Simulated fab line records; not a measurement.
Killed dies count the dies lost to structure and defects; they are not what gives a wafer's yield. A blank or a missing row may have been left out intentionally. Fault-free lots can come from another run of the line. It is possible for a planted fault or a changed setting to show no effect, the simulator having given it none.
Chamber matching | flow n5_finfet | N5_MOL_CONTACT_COAG_STRIP_96 on rie_diel-04: 4 sister chambers
The step strips in N2/H2. 8 wafers are shown with their chamber, then 8 later ones without.

WAFERS WITH THEIR CHAMBER
wafer  | chamber | throttle_valve_pct (%) | showerhead_plenum_p_Torr (Torr)
L077.6 | 0       | 19.17                  | 3.35
L078.6 | 0       | 19.16                  | 3.35
L081.2 | 2       | 18.52                  | 3.32
L081.3 | 1       | 18.76                  | 3.43
L084.1 | 3       | 18.79                  | 3.45
L084.3 | 1       | 18.76                  | 3.43
L084.6 | 3       | 18.78                  | 3.45
L090.1 | 2       | 18.55                  | 3.31

WAFERS WITH NO CHAMBER GIVEN
wafer  | throttle_valve_pct (%) | showerhead_plenum_p_Torr (Torr)
L090.3 | 18.76                  | 3.42
L090.5 | 18.81                  | 3.44
L091.2 | 19.21                  | 3.34
L091.3 | 18.77                  | 3.42
L091.4 | 18.55                  | 3.30
L095.1 | 18.82                  | 3.44
L095.3 | 19.21                  | 3.33
L095.4 | 19.23                  | 3.33

THE CHAMBER EACH PASSED THROUGH
wafer  | from the rows above     | in truth
L090.3 | 1                       | 1
L090.5 | can't be placed: 3 or 1 | 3
L091.2 | 0                       | 0
L091.3 | 1                       | 1
L091.4 | 2                       | 2
L095.1 | can't be placed: 3 or 1 | 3
L095.3 | 0                       | 0
L095.4 | 0                       | 0
Correctly placed: 6 of 8. These rows do not allow placing 2 (true chamber among the candidates in 2). 0 placed wrongly.
How it was worked out, from the rows above alone: a wafer's distance from a chamber is the root of the sum, over the readings, of the square of ((its reading less the chamber's mean) divided by the reading's scatter). The wafer belongs to the nearest chamber; if the next one is less than 2 further off, it can't be placed. For every chamber, the mean is computed from those of its wafers that are shown. The scatter: take each reading less its chamber's mean, square it, sum over the shown wafers, divide by the number of wafers less the number of chambers, and take the root.
